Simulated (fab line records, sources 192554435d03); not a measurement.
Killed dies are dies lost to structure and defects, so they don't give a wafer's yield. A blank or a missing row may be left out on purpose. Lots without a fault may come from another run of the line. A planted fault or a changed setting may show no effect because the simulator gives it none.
fab line records | flow n5_finfet
record lots=24 wafers=72 last_day=17
route steps=1938 shown BEOL_M10@1484 BEOL_M11@1554
lots that met no fault: from a run of the same line without faults
start_h: hours from the record's first day to the start of the lot's first wafer shown | wait_h: hours since the lot's step before | " the same as in the row above | L1.1+2: a row that stands for several wafers | - no value, or no start given | * or withheld: withheld | < > ~ a bound
route shown NAME@n: a module of which the file shows steps, and the number in the route of the first | usual: mean/standard deviation of fault-free wafers | same: alike in all rows | chamber/n: place in a boat | sites: the reading at each site | _std_site: their standard deviation | _edge_site: outer sites' mean less inner sites' | radius_mm: how far each site lies from the wafer's centre | mask NAME#n: copy n | behind: the tool/chamber that last shaped the wafer | hold: why the lot was held/for how many hours/how that ended | device: the transistor (n, p or np) that didn't switch | end of line: the same wafers' tests at the end of the route | a step without rows: its recipe alone | killed: dies lost to structure and defects at the first sort, not the wafer's yield | map: a wafer's dies, x killed, . not, _ none there
set.NAME: the setting as run; set.NAME@STEP: as run at that earlier step | model.NAME: the simulator's own value behind a step, which no gauge read
steps of the route over a sample of lots; a table a step, a row a wafer
services: from which hour (start_h, from the record's first day; less than 0 if before it) a tool's chamber was out of use, for how many hours, and why
## steps
# step N5_BEOL_M10_OVL_MEAS_12
# recipe points_per_wafer=44
# usual M10_OVL=-0.7/0.8
# columns lot.wafer tool chamber start_h wait_h M10_OVL[nm]
L074.1 overlay-01 0 207.60 0.0 -0.1
L074.3 " 0 " " -0.2
L074.5 " 0 " " 0.3
L075.2 overlay-01 0 215.56 0.0 -2.2
L075.4 " 0 " " -1.7
L075.6 " 0 " " -2.0
L076.2 overlay-02 0 220.61 0.0 0.0
L076.4 " 0 " " -0.3
L076.6 " 0 " " -0.3
L078.1 overlay-01 0 228.17 0.0 -0.3
L078.4 " 0 " " -1.4
L078.6 " 0 " " -0.2
L077.1 overlay-01 0 228.43 0.0 0.1
L077.2 " 0 " " 0.0
L077.6 " 0 " " 0.2
L079.1 overlay-02 0 243.99 0.0 -0.6
L079.2 " 0 " " -0.8
L079.3 " 0 " " -0.6
L080.1 overlay-02 0 249.48 0.1 -1.5
L080.5 " 0 " " -1.4
L080.6 " 0 " " -0.4
L081.1 overlay-02 0 259.11 0.0 -0.5
L081.5 " 0 " " -0.1
L081.6 " 0 " " 0.3
L083.1 overlay-02 0 270.56 0.0 -1.3
L083.2 " 0 " " -1.5
L083.5 " 0 " " -1.0
L082.1 overlay-01 0 270.72 0.0 -2.0
L082.3 " 0 " " -1.3
L082.5 " 0 " " -1.8
L085.1 overlay-01 0 274.92 0.0 -0.5
L085.2 " 0 " " -0.5
L085.6 " 0 " " -0.2
L084.1 overlay-02 0 279.80 0.0 -1.2
L084.3 " 0 " " -1.4
L084.4 " 0 " " -1.0
L086.1 overlay-01 0 290.72 0.0 -0.2
L086.3 " 0 " " -0.7
L086.5 " 0 " " -2.0
L087.1 overlay-01 0 294.82 0.0 0.3
L087.2 " 0 " " 0.5
L087.3 " 0 " " 0.4
L088.3 overlay-02 0 295.03 0.0 -2.2
L088.5 " 0 " " -2.2
L088.6 " 0 " " -1.9
L089.1 overlay-01 0 296.71 0.0 -0.9
L089.2 " 0 " " -0.3
L089.5 " 0 " " -0.7
L090.2 overlay-01 0 311.16 0.0 -1.5
L090.4 " 0 " " -1.7
L090.6 " 0 " " -1.3
L091.1 overlay-01 0 314.33 0.0 -0.3
L091.2 " 0 " " -1.0
L091.6 " 0 " " -1.0
L092.1 overlay-02 0 319.74 0.0 0.0
L092.2 " 0 " " -1.0
L092.3 " 0 " " 0.6
L095.1 overlay-01 0 341.28 0.0 1.2
L095.3 " 0 " " 1.9
L095.6 " 0 " " 0.1
L093.1 overlay-01 0 341.50 0.0 -1.3
L093.2 " 0 " " -1.4
L093.3 " 0 " " -0.6
L094.2 overlay-02 0 341.67 0.0 -0.6
L094.3 " 0 " " 0.1
L094.5 " 0 " " -1.4
L096.2 overlay-02 0 352.56 0.0 -1.3
L096.3 " 0 " " -0.9
L096.6 " 0 " " -1.7
L097.1 overlay-01 0 356.82 0.0 -0.4
L097.3 " 0 " " -2.4
L097.6 " 0 " " 0.1
# step N5_BEOL_M10_OVL_MEAS_29
# recipe points_per_wafer=44
# usual V9_OVL=-0.1/0.7
# columns lot.wafer tool chamber start_h wait_h V9_OVL[nm]
L074.1 overlay-01 0 209.67 0.0 -1.0
L074.3 " 0 " " 0.0
L074.5 " 0 " " -0.2
L075.2 overlay-01 0 216.99 0.0 0.5
L075.4 " 0 " " -0.2
L075.6 " 0 " " -0.4
L076.2 overlay-01 0 222.98 0.0 0.4
L076.4 " 0 " " 0.0
L076.6 " 0 " " 0.7
L077.1 overlay-01 0 232.04 0.0 -0.4
L077.2 " 0 " " -0.5
L077.6 " 0 " " -0.5
L078.1 overlay-01 0 232.38 0.0 0.5
L078.4 " 0 " " 2.5
L078.6 " 0 " " 1.3
L079.1 overlay-02 0 249.04 3.5 0.3
L079.2 " 0 " " -0.5
L079.3 " 0 " " -0.2
L080.1 overlay-02 0 251.58 0.1 -0.8
L080.5 " 0 " " -1.2
L080.6 " 0 " " 0.5
L081.1 overlay-02 0 261.91 0.0 -0.3
L081.5 " 0 " " -1.8
L081.6 " 0 " " -0.8
L083.1 overlay-02 0 271.53 0.0 -0.5
L083.2 " 0 " " -1.1
L083.5 " 0 " " -1.1
L082.1 overlay-01 0 272.03 0.0 -0.1
L082.3 " 0 " " -0.5
L082.5 " 0 " " -0.1
L085.1 overlay-02 0 278.59 0.0 -0.1
L085.2 " 0 " " -0.5
L085.6 " 0 " " -0.1
L084.1 overlay-01 0 280.75 0.0 -1.0
L084.3 " 0 " " -0.4
L084.4 " 0 " " 0.0
L086.1 overlay-02 0 293.46 0.0 -0.4
L086.3 " 0 " " -0.5
L086.5 " 0 " " 0.0
L087.1 overlay-01 0 295.86 0.0 -0.1
L087.2 " 0 " " 1.0
L087.3 " 0 " " 1.5
L088.3 overlay-01 0 296.26 0.0 -0.5
L088.5 " 0 " " -0.8
L088.6 " 0 " " -0.7
L089.1 overlay-01 0 297.62 0.0 0.3
L089.2 " 0 " " 0.8
L089.5 " 0 " " 1.0
L090.2 overlay-02 0 313.15 0.0 1.4
L090.4 " 0 " " 1.6
L090.6 " 0 " " 1.0
L091.1 overlay-01 0 317.41 0.0 -0.1
L091.2 " 0 " " -0.8
L091.6 " 0 " " -0.3
L092.1 overlay-02 0 321.62 0.0 0.2
L092.2 " 0 " " -0.4
L092.3 " 0 " " 0.2
L095.1 overlay-01 0 342.23 0.0 0.6
L095.3 " 0 " " 1.4
L095.6 " 0 " " 0.5
L094.2 overlay-02 0 344.91 0.0 -0.2
L094.3 " 0 " " 0.3
L094.5 " 0 " " -0.6
L093.1 overlay-01 0 345.08 0.0 -0.3
L093.2 " 0 " " -0.5
L093.3 " 0 " " -0.1
L096.2 overlay-01 0 353.52 0.0 -0.2
L096.3 " 0 " " -0.2
L096.6 " 0 " " -0.2
L097.1 overlay-02 0 358.12 0.0 0.5
L097.3 " 0 " " -0.2
L097.6 " 0 " " 0.3
# step N5_BEOL_M10_ANNEAL_51
# recipe temp_c=225 time_s=90 ambient=N2
# usual wafer_temp_C_max=226.05/0.26
# columns lot.wafer tool chamber start_h wait_h wafer_temp_C_max
L074.1 rtp_anneal-01 0 212.06 0.1 225.62
L074.3 " 0 " " 225.69
L074.5 " 0 " " 226.22
L075.2 rtp_anneal-01 0 220.63 0.1 226.03
L075.4 " 0 " " 225.66
L075.6 " 0 " " 226.24
L076.2 rtp_anneal-02 0 225.41 0.3 226.15
L076.4 " 0 " " 226.82
L076.6 " 0 " " 225.85
L077.1 rtp_anneal-02 0 235.95 0.1 225.84
L077.2 " 0 " " 226.37
L077.6 " 0 " " 226.24
L078.1 rtp_anneal-01 0 236.69 0.2 225.84
L078.4 " 0 " " 226.23
L078.6 " 0 " " 225.72
L079.1 rtp_anneal-02 0 250.96 0.1 226.13
L079.2 " 0 " " 225.80
L079.3 " 0 " " 226.10
L080.1 rtp_anneal-01 0 258.69 0.1 226.11
L080.5 " 0 " " 225.75
L080.6 " 0 " " 226.11
L081.1 rtp_anneal-02 0 266.60 0.1 226.10
L081.5 " 0 " " 225.90
L081.6 " 0 " " 226.26
L083.1 rtp_anneal-01 0 273.95 0.1 226.12
L083.2 " 0 " " 226.11
L083.5 " 0 " " 226.22
L082.1 rtp_anneal-02 0 274.50 0.3 226.14
L082.3 " 0 " " 225.72
L082.5 " 0 " " 225.87
L085.1 rtp_anneal-01 0 281.14 0.4 225.98
L085.2 " 0 " " 226.13
L085.6 " 0 " " 226.34
L084.1 rtp_anneal-02 0 283.57 0.1 226.11
L084.3 " 0 " " 226.60
L084.4 " 0 " " 226.38
L086.1 rtp_anneal-01 0 295.99 0.4 225.76
L086.3 " 0 " " 225.58
L086.5 " 0 " " 226.36
L087.1 rtp_anneal-01 0 297.99 0.1 226.11
L087.2 " 0 " " 226.20
L087.3 " 0 " " 225.63
L088.3 rtp_anneal-01 0 300.60 0.1 226.12
L088.5 " 0 " " 226.18
L088.6 " 0 " " 225.93
L089.1 rtp_anneal-01 0 301.95 0.3 225.93
L089.2 " 0 " " 226.45
L089.5 " 0 " " 225.92
L090.2 rtp_anneal-02 0 317.28 0.4 226.52
L090.4 " 0 " " 226.10
L090.6 " 0 " " 226.23
L091.1 rtp_anneal-01 0 320.56 0.6 226.08
L091.2 " 0 " " 226.10
L091.6 " 0 " " 225.84
L092.1 rtp_anneal-02 0 324.28 0.1 225.82
L092.2 " 0 " " 225.92
L092.3 " 0 " " 225.67
L095.1 rtp_anneal-02 0 346.26 0.5 225.80
L095.3 " 0 " " 225.65
L095.6 " 0 " " 226.38
L094.2 rtp_anneal-02 0 347.66 0.8 226.20
L094.3 " 0 " " 225.95
L094.5 " 0 " " 225.96
L093.1 rtp_anneal-02 0 349.56 0.1 225.87
L093.2 " 0 " " 225.88
L093.3 " 0 " " 226.22
L096.2 rtp_anneal-02 0 357.20 0.2 226.25
L096.3 " 0 " " 226.51
L096.6 " 0 " " 226.25
L097.1 rtp_anneal-01 0 360.22 0.1 225.90
L097.3 " 0 " " 225.99
L097.6 " 0 " " 225.87
# step N5_BEOL_M11_ETCH_62
# recipe chemistry=N2/H2 target=SOC target_depth_a=1100 overetch_a=220 mask_material=SiARC temp_c=40 time_s=165 ion_energy_ev=200 pressure_mtorr=30 source_w=840 bias_w=150 n2_flow_sccm=200 h2_flow_sccm=200
# usual drypump_motor_current_A=5.8/0.36 oes_product_au=0.64/0.068 rf_vpp_V=523.9/2.5 showerhead_plenum_p_Torr=2.54/0.089 throttle_valve_pct=17.9/0.33
# columns lot.wafer tool chamber start_h wait_h drypump_motor_current_A oes_product_au rf_hours_counter_h rf_vpp_V showerhead_plenum_p_Torr throttle_valve_pct
L074.1 rie_diel-03 2 215.67 0.0 6.0 0.83 4 528.0 2.68 17.7
L074.3 " 3 " " 5.7 0.61 204 520.9 2.39 17.7
L074.5 " 1 " " 6.2 0.63 - 526.5 2.63 18.2
L075.2 rie_diel-03 0 223.19 0.0 5.7 0.62 199 526.1 2.63 17.8
L075.4 " 1 " " 6.3 0.63 181 526.2 2.63 18.2
L075.6 " 2 " " 6.0 0.81 - 528.2 2.68 17.7
L076.2 rie_diel-03 3 228.43 0.0 5.7 0.61 209 520.6 2.39 17.7
L076.4 " 1 " " 6.2 0.63 183 525.5 2.63 18.2
L076.6 " 0 " " 5.7 0.61 - 525.2 2.63 17.8
L077.1 rie_diel-02 1 240.56 0.0 5.8 0.75 42 521.2 2.48 17.5
L077.2 " 2 " " 5.1 0.58 218 522.3 2.52 18.0
L077.6 " 1 " " 5.8 0.76 - 523.2 2.48 17.5
L078.1 rie_diel-02 0 241.15 0.0 6.2 0.61 216 522.6 2.54 18.5
L078.4 " 3 " " 5.3 0.66 109 523.1 2.55 17.4
L078.6 " 0 " " 6.2 0.60 - 524.2 2.54 18.6
L079.1 rie_diel-02 3 253.58 0.0 5.4 0.67 114 522.8 2.55 17.4
L079.2 " 0 " " 6.3 0.61 221 524.0 2.54 18.5
L079.3 " 2 " " 5.1 0.57 222 522.8 2.52 18.0
L080.1 rie_diel-03 0 263.39 0.0 5.7 0.61 207 526.5 2.63 17.8
L080.5 " 0 " " 5.7 0.61 - 525.5 2.63 17.8
L080.6 " 1 " " 6.3 0.63 - 526.6 2.63 18.2
L081.1 rie_diel-02 0 270.14 0.0 6.3 0.60 226 523.6 2.54 18.6
L081.5 " 3 " " 5.3 0.66 - 522.6 2.54 17.5
L081.6 " 0 " " 6.3 0.60 - 522.6 2.54 18.6
L083.1 rie_diel-02 2 276.62 0.0 5.1 0.58 228 522.3 2.51 18.0
L083.2 " 0 " " 6.3 0.59 229 522.8 2.53 18.6
L083.5 " 0 " " 6.3 0.60 - 523.1 2.54 18.6
L082.1 rie_diel-01 3 277.12 0.0 5.4 0.61 204 524.3 2.52 17.9
L082.3 " 1 " " 5.5 0.60 224 523.9 2.50 18.0
L082.5 " 1 " " 5.5 0.59 - 522.6 2.50 18.0
L085.1 rie_diel-01 1 284.13 0.0 5.5 0.59 227 522.2 2.50 18.0
L085.2 " 2 " " 6.3 0.63 189 521.0 2.44 18.1
L085.6 " 2 " " 6.3 0.62 - 520.4 2.44 18.1
L084.1 rie_diel-03 2 287.25 0.0 6.0 0.79 21 528.6 2.68 17.7
L084.3 " 3 " " 5.7 0.60 222 519.6 2.38 17.7
L084.4 " 1 " " 6.3 0.62 195 527.2 2.63 18.2
L086.1 rie_diel-03 3 300.85 0.0 5.8 0.59 226 519.5 2.38 17.7
L086.3 " 0 " " 5.7 0.60 218 524.9 2.62 17.9
L086.5 " 3 " " 5.7 0.59 - 520.5 2.38 17.7
L087.1 rie_diel-03 1 301.41 0.0 6.2 0.63 199 524.8 2.62 18.2
L087.2 " 0 " " 5.7 0.61 218 526.0 2.62 17.9
L087.3 " 3 " " 5.8 0.59 226 521.5 2.38 17.7
L088.3 rie_diel-02 0 302.68 0.0 6.3 0.60 238 521.5 2.53 18.6
L088.5 " 2 " " 5.1 0.57 - 522.0 2.51 18.1
L088.6 " 3 " " 5.3 0.66 - 523.0 2.54 17.5
L089.1 rie_diel-03 1 305.70 0.0 6.2 0.62 201 525.5 2.62 18.2
L089.2 " 2 " " 6.0 0.78 27 528.1 2.67 17.7
L089.5 " 2 " " 6.0 0.78 - 528.4 2.67 17.7
L090.2 rie_diel-01 0 319.78 0.0 5.7 0.80 8 523.6 2.50 17.2
L090.4 " 1 " " 5.5 0.59 239 520.4 2.50 18.0
L090.6 " 1 " " 5.5 0.59 - 524.3 2.50 18.0
L091.1 rie_diel-02 1 323.20 0.0 5.8 0.73 69 521.5 2.46 17.6
L091.2 " 3 " " 5.4 0.65 131 523.7 2.54 17.5
L091.6 " 0 " " 6.3 0.59 - 522.8 2.53 18.6
L092.1 rie_diel-03 2 326.95 0.0 6.0 0.77 34 527.9 2.67 17.7
L092.2 " 0 " " 5.7 0.60 226 525.6 2.62 17.9
L092.3 " 3 " " 5.8 0.59 235 521.8 2.38 17.7
L095.1 rie_diel-02 0 349.62 0.0 6.2 0.59 252 521.8 2.52 18.6
L095.3 " 3 " " 5.3 0.64 140 524.4 2.53 17.5
L095.6 " 0 " " 6.3 0.58 - 522.3 2.52 18.6
L094.2 rie_diel-02 3 350.12 0.0 5.3 0.65 141 524.0 2.53 17.5
L094.3 " 0 " " 6.3 0.59 253 522.7 2.52 18.6
L094.5 " 1 " " 5.8 0.71 - 522.9 2.46 17.6
L093.1 rie_diel-03 1 352.62 0.0 6.2 0.61 214 524.4 2.62 18.2
L093.2 " 0 " " 5.7 0.60 234 526.3 2.61 17.9
L093.3 " 3 " " 5.7 0.58 242 521.5 2.37 17.7
L096.2 rie_diel-03 1 364.25 0.0 6.2 0.61 218 525.2 2.62 18.2
L096.3 " 2 " " 6.0 0.76 44 526.6 2.67 17.8
L096.6 " 0 " " 5.7 0.59 - 525.0 2.61 17.9
L097.1 rie_diel-03 3 364.54 0.0 5.7 0.59 245 520.0 2.37 17.7
L097.3 " 2 " " 6.0 0.75 44 528.2 2.67 17.7
L097.6 " 3 " " 5.8 0.58 - 520.5 2.37 17.7
# step N5_BEOL_M11_DESCUM_33
# recipe chemistry=O2 time_s=7.9 source_power_w=50 bias_power_w=20 pressure_mtorr=20 rf_frequency_hz=2.712e+07 temp_c=40 resist=CAR-ArF o2_flow_sccm=225
# usual drypump_motor_current_A=5.7/0.37 oes_product_au=0.76/0.089 rf_vpp_V=243.0/1.3 showerhead_plenum_p_Torr=2.08/0.067 throttle_valve_pct=20.48/0.24
# columns lot.wafer tool chamber start_h wait_h drypump_motor_current_A oes_product_au rf_hours_counter_h rf_vpp_V showerhead_plenum_p_Torr throttle_valve_pct
L074.1 rie_diel-03 2 216.53 0.0 6.0 0.98 5 244.1 2.24 20.57
L074.3 " 3 " " 5.7 0.71 204 241.6 1.99 20.55
L074.5 " 3 " " 5.7 0.71 - 242.2 1.99 20.52
L075.2 rie_diel-01 1 224.84 0.5 5.5 0.72 204 244.0 2.07 20.57
L075.4 " 2 " " 6.3 0.74 - 242.4 1.99 20.33
L075.6 " 3 " " 5.4 0.72 - 245.1 2.08 20.49
L076.2 rie_diel-02 2 231.99 0.0 5.2 0.68 214 243.2 2.08 20.68
L076.4 " 0 " " 6.3 0.72 212 242.9 2.03 20.60
L076.6 " 1 " " 5.8 0.91 - 243.4 2.05 20.23
L077.1 rie_diel-02 1 241.69 0.0 5.8 0.90 42 243.0 2.05 20.23
L077.2 " 3 " " 5.4 0.78 109 243.1 2.09 19.93
L077.6 " 2 " " 5.1 0.68 - 242.7 2.08 20.68
L078.1 rie_diel-01 1 243.60 1.0 5.5 0.71 213 243.0 2.07 20.56
L078.4 " 2 " " 6.3 0.73 175 241.8 1.99 20.33
L078.6 " 0 " " 5.6 0.69 - 242.4 2.09 20.54
L079.1 rie_diel-03 0 257.77 0.0 5.7 0.72 205 244.0 2.19 20.74
L079.2 " 2 " " 6.0 0.97 13 245.8 2.24 20.56
L079.3 " 3 " " 5.7 0.73 213 241.6 1.99 20.55
L080.1 rie_diel-03 0 265.05 0.0 5.7 0.70 207 243.2 2.19 20.76
L080.5 " 1 " " 6.2 0.74 - 243.4 2.14 20.65
L080.6 " 2 " " 6.0 0.95 - 245.9 2.24 20.57
L081.1 rie_diel-02 3 272.00 0.4 5.3 0.77 118 243.5 2.08 19.95
L081.5 " 3 " " 5.3 0.77 - 243.9 2.08 19.96
L081.6 " 0 " " 6.3 0.72 - 242.1 2.02 20.63
L083.1 rie_diel-01 3 278.53 0.0 5.4 0.70 204 243.2 2.07 20.52
L083.2 " 2 " " 6.3 0.72 186 242.3 1.98 20.37
L083.5 " 3 " " 5.4 0.70 - 243.2 2.07 20.53
L082.1 rie_diel-02 2 278.70 0.0 5.2 0.67 229 243.4 2.07 20.69
L082.3 " 0 " " 6.2 0.71 230 242.4 2.02 20.62
L082.5 " 0 " " 6.2 0.72 - 242.6 2.02 20.63
L085.1 rie_diel-03 1 285.72 0.0 6.2 0.72 194 244.8 2.13 20.64
L085.2 " 3 " " 5.7 0.71 222 241.6 1.99 20.56
L085.6 " 0 " " 5.7 0.70 - 243.4 2.19 20.77
L084.1 rie_diel-02 1 289.12 0.2 5.8 0.88 59 240.5 2.04 20.28
L084.3 " 2 " " 5.2 0.68 234 242.6 2.07 20.72
L084.4 " 3 " " 5.4 0.77 121 243.2 2.08 19.95
L086.1 rie_diel-02 2 301.92 0.0 5.2 0.66 238 242.1 2.07 20.71
L086.3 " 3 " " 5.3 0.77 125 242.8 2.08 19.95
L086.5 " 3 " " 5.4 0.76 - 242.2 2.08 19.94
L087.1 rie_diel-02 0 304.42 0.3 6.3 0.71 238 243.6 2.02 20.63
L087.2 " 3 " " 5.4 0.76 126 242.5 2.08 19.96
L087.3 " 2 " " 5.2 0.67 239 242.4 2.07 20.71
L088.3 rie_diel-03 1 304.47 0.3 6.2 0.72 200 245.2 2.13 20.66
L088.5 " 0 " " 5.7 0.71 - 242.6 2.19 20.75
L088.6 " 1 " " 6.3 0.73 - 244.5 2.13 20.67
L089.1 rie_diel-02 3 306.82 0.2 5.3 0.76 127 244.3 2.08 19.95
L089.2 " 1 " " 5.8 0.87 65 242.2 2.04 20.28
L089.5 " 0 " " 6.2 0.70 - 242.8 2.02 20.63
L090.2 rie_diel-01 1 321.68 0.0 5.5 0.70 239 242.6 2.06 20.63
L090.4 " 2 " " 6.3 0.71 201 241.5 1.98 20.38
L090.6 " 3 " " 5.4 0.69 - 242.9 2.07 20.55
L091.1 rie_diel-03 1 324.43 0.0 6.2 0.73 206 243.9 2.13 20.68
L091.2 " 0 " " 5.7 0.71 225 245.0 2.18 20.76
L091.6 " 0 " " 5.7 0.71 - 243.2 2.18 20.76
L092.1 rie_diel-01 2 327.93 0.0 6.3 0.71 203 241.8 1.98 20.39
L092.2 " 3 " " 5.4 0.69 221 241.8 2.07 20.56
L092.3 " 0 " " 5.7 0.95 9 242.7 2.08 20.09
L095.1 rie_diel-03 1 350.41 0.0 6.2 0.72 213 243.2 2.13 20.70
L095.3 " 3 " " 5.7 0.70 241 239.5 1.98 20.61
L095.6 " 1 " " 6.3 0.73 - 244.5 2.13 20.69
L094.2 rie_diel-01 1 351.15 0.2 5.5 0.68 247 241.7 2.06 20.64
L094.3 " 0 " " 5.7 0.92 15 242.7 2.08 20.08
L094.5 " 1 " " 5.5 0.68 - 244.2 2.06 20.64
L093.1 rie_diel-01 0 353.44 0.0 5.7 0.93 17 242.3 2.08 20.09
L093.2 " 1 " " 5.5 0.69 249 243.0 2.06 20.64
L093.3 " 2 " " 6.3 0.71 211 241.3 1.98 20.40
L096.2 rie_diel-02 1 367.34 0.0 5.8 0.84 85 241.2 2.03 20.29
L096.3 " 2 " " 5.2 0.96 4 243.8 2.06 20.53
L096.6 " 1 " " 5.8 0.84 - 242.8 2.03 20.30
L097.1 rie_diel-02 1 367.81 0.3 5.8 0.85 85 244.7 2.03 20.30
L097.3 " 2 " " 5.2 0.96 5 242.4 2.06 20.53
L097.6 " 2 " " 5.2 0.97 - 242.3 2.06 20.53
# step N5_BEOL_M11_ETCH_65
# recipe chemistry=CF4 target=SiARC target_depth_a=390 mask_material=CAR-ArF time_s=65 ion_energy_ev=80 pressure_mtorr=40 source_w=545 bias_w=36 Ar_flow_sccm=100 cf4_flow_sccm=100 ends=cleared
# usual drypump_motor_current_A=5.7/0.37 etch_rf_on_time_s=65.0/2.7 oes_product_au=0.65/0.078 rf_vpp_V=183.9/1.2 showerhead_plenum_p_Torr=2.13/0.057 throttle_valve_pct=15.71/0.28
# columns lot.wafer tool chamber start_h wait_h drypump_motor_current_A etch_rf_on_time_s oes_product_au rf_hours_counter_h rf_vpp_V showerhead_plenum_p_Torr throttle_valve_pct
L074.1 rie_diel-03 2 216.57 0.0 6.0 61.6 0.86 5 185.7 2.25 15.50
L074.3 " 3 " " 5.7 61.9 0.63 204 183.3 2.03 15.69
L074.5 " 3 " " 5.7 61.8 0.64 - 182.2 2.03 15.66
L075.2 rie_diel-01 1 224.87 0.0 5.5 62.4 0.62 205 183.5 2.14 15.91
L075.4 " 2 " " 6.2 64.1 0.65 - 182.9 2.05 15.65
L075.6 " 3 " " 5.4 70.7 0.59 - 184.0 2.14 15.79
L076.2 rie_diel-02 2 232.03 0.0 5.2 62.7 0.60 214 183.1 2.11 15.85
L076.4 " 0 " " 6.2 65.6 0.62 212 183.9 2.14 16.11
L076.6 " 1 " " 5.7 64.0 0.78 - 184.1 2.11 15.47
L077.1 rie_diel-02 1 241.73 0.0 5.8 65.5 0.76 42 182.4 2.11 15.48
L077.2 " 3 " " 5.3 66.9 0.66 109 185.6 2.13 15.19
L077.6 " 2 " " 5.1 62.9 0.59 - 183.7 2.11 15.87
L078.1 rie_diel-01 1 243.64 0.0 5.5 63.1 0.62 213 183.8 2.13 15.93
L078.4 " 2 " " 6.3 64.4 0.64 176 182.6 2.05 15.66
L078.6 " 0 " " 5.7 64.1 0.59 - 183.9 2.11 15.63
L079.1 rie_diel-03 0 257.81 0.0 5.7 70.2 0.59 205 186.2 2.19 15.70
L079.2 " 2 " " 6.0 62.7 0.82 13 185.9 2.25 15.51
L079.3 " 3 " " 5.7 62.2 0.63 213 182.6 2.03 15.69
L080.1 rie_diel-03 0 265.08 0.0 5.7 69.6 0.59 207 185.0 2.19 15.69
L080.5 " 1 " " 6.2 65.1 0.63 - 184.9 2.22 16.03
L080.6 " 2 " " 6.0 62.4 0.83 - 185.0 2.25 15.52
L081.1 rie_diel-02 3 272.03 0.0 5.3 66.3 0.66 118 181.9 2.13 15.20
L081.5 " 3 " " 5.3 65.9 0.65 - 182.9 2.13 15.19
L081.6 " 0 " " 6.2 65.7 0.60 - 183.3 2.14 16.12
L083.1 rie_diel-01 3 278.57 0.0 5.4 71.8 0.58 204 185.3 2.13 15.81
L083.2 " 2 " " 6.3 64.8 0.64 186 182.9 2.05 15.70
L083.5 " 3 " " 5.4 71.6 0.58 - 184.6 2.13 15.82
L082.1 rie_diel-02 2 278.73 0.0 5.1 62.1 0.59 229 183.4 2.10 15.89
L082.3 " 0 " " 6.3 65.1 0.61 230 182.9 2.14 16.13
L082.5 " 0 " " 6.3 64.8 0.61 - 184.2 2.14 16.14
L085.1 rie_diel-03 1 285.75 0.0 6.2 65.2 0.63 194 186.2 2.22 16.04
L085.2 " 3 " " 5.7 62.3 0.62 222 183.3 2.03 15.72
L085.6 " 0 " " 5.7 69.5 0.59 - 184.5 2.19 15.72
L084.1 rie_diel-02 1 289.15 0.0 5.7 64.1 0.74 59 183.6 2.10 15.53
L084.3 " 2 " " 5.2 62.9 0.58 234 183.4 2.10 15.90
L084.4 " 3 " " 5.4 66.5 0.65 121 181.9 2.13 15.19
L086.1 rie_diel-02 2 301.96 0.0 5.1 63.3 0.58 238 183.4 2.10 15.92
L086.3 " 3 " " 5.3 66.3 0.66 125 182.7 2.13 15.21
L086.5 " 3 " " 5.4 66.7 0.65 - 184.2 2.13 15.21
L087.1 rie_diel-02 0 304.45 0.0 6.3 66.0 0.60 238 183.6 2.13 16.17
L087.2 " 3 " " 5.3 66.2 0.65 126 182.2 2.13 15.22
L087.3 " 2 " " 5.1 63.8 0.57 239 183.6 2.10 15.91
L088.3 rie_diel-03 1 304.50 0.0 6.2 65.6 0.63 200 184.5 2.22 16.07
L088.5 " 0 " " 5.7 68.8 0.59 - 184.7 2.19 15.71
L088.6 " 1 " " 6.2 65.1 0.63 - 184.3 2.22 16.05
L089.1 rie_diel-02 3 306.86 0.0 5.3 65.7 0.65 127 183.3 2.13 15.20
L089.2 " 1 " " 5.7 63.7 0.74 65 182.7 2.10 15.52
L089.5 " 0 " " 6.3 65.4 0.59 - 181.8 2.13 16.16
L090.2 rie_diel-01 1 321.71 0.0 5.5 62.5 0.60 239 183.1 2.13 15.98
L090.4 " 2 " " 6.2 63.5 0.63 201 183.1 2.04 15.72
L090.6 " 3 " " 5.5 70.4 0.57 - 182.8 2.13 15.84
L091.1 rie_diel-03 1 324.46 0.0 6.2 64.5 0.62 206 182.9 2.22 16.06
L091.2 " 0 " " 5.7 68.6 0.58 225 185.1 2.19 15.73
L091.6 " 0 " " 5.7 67.1 0.59 - 185.1 2.19 15.73
L092.1 rie_diel-01 2 327.97 0.0 6.3 64.7 0.62 203 184.3 2.04 15.72
L092.2 " 3 " " 5.4 71.2 0.57 221 183.9 2.13 15.84
L092.3 " 0 " " 5.7 60.3 0.83 9 184.4 2.11 15.13
L095.1 rie_diel-03 1 350.45 0.0 6.2 65.0 0.61 213 186.9 2.21 16.08
L095.3 " 3 " " 5.8 62.6 0.61 241 183.1 2.02 15.76
L095.6 " 1 " " 6.2 65.1 0.61 - 184.5 2.21 16.07
L094.2 rie_diel-01 1 351.18 0.0 5.5 63.2 0.59 247 182.9 2.12 15.99
L094.3 " 0 " " 5.6 60.9 0.80 15 183.4 2.10 15.15
L094.5 " 1 " " 5.5 63.1 0.60 - 183.8 2.12 15.99
L093.1 rie_diel-01 0 353.47 0.0 5.6 61.6 0.80 17 182.7 2.10 15.14
L093.2 " 1 " " 5.5 64.7 0.58 249 182.9 2.12 15.99
L093.3 " 2 " " 6.3 63.9 0.62 211 182.9 2.04 15.74
L096.2 rie_diel-02 1 367.38 0.0 5.8 64.9 0.71 85 183.5 2.09 15.55
L096.3 " 2 " " 5.1 62.6 0.82 4 184.1 2.09 15.50
L096.6 " 1 " " 5.7 64.8 0.72 - 185.0 2.09 15.57
L097.1 rie_diel-02 1 367.84 0.0 5.8 64.1 0.71 85 184.4 2.09 15.59
L097.3 " 2 " " 5.1 62.0 0.83 5 182.5 2.09 15.51
L097.6 " 2 " " 5.2 62.8 0.83 - 186.0 2.09 15.49
## services
# columns tool chamber start_h hours kind
rtp_anneal-02 - 197.54 3.0 pm
rie_diel-03 - 234.90 15.6 pm
rie_diel-01 0 270.83 - clean
rie_diel-01 0 270.83 - consumable_replace:focus_ring
rie_diel-01 0 270.83 24.0 scheduled_down
rie_diel-01 0 270.83 24.0 vent_cycle
rie_diel-01 - 300.50 2.8 pm
rie_diel-02 2 337.78 - clean
rie_diel-02 2 337.78 - consumable_replace:focus_ring
rie_diel-02 2 337.78 16.5 scheduled_down
rie_diel-02 2 337.78 16.5 vent_cycle
rtp_anneal-01 - 342.27 3.1 pm
rie_diel-02 0 354.31 - clean
rie_diel-02 0 354.31 - consumable_replace:focus_ring
rie_diel-02 0 354.31 14.8 scheduled_down
rie_diel-02 0 354.31 14.8 vent_cycle
rie_diel-01 1 356.71 - clean
rie_diel-01 1 356.71 - consumable_replace:focus_ring
rie_diel-01 1 356.71 25.9 scheduled_down
rie_diel-01 1 356.71 25.9 vent_cycle
## key
fault none
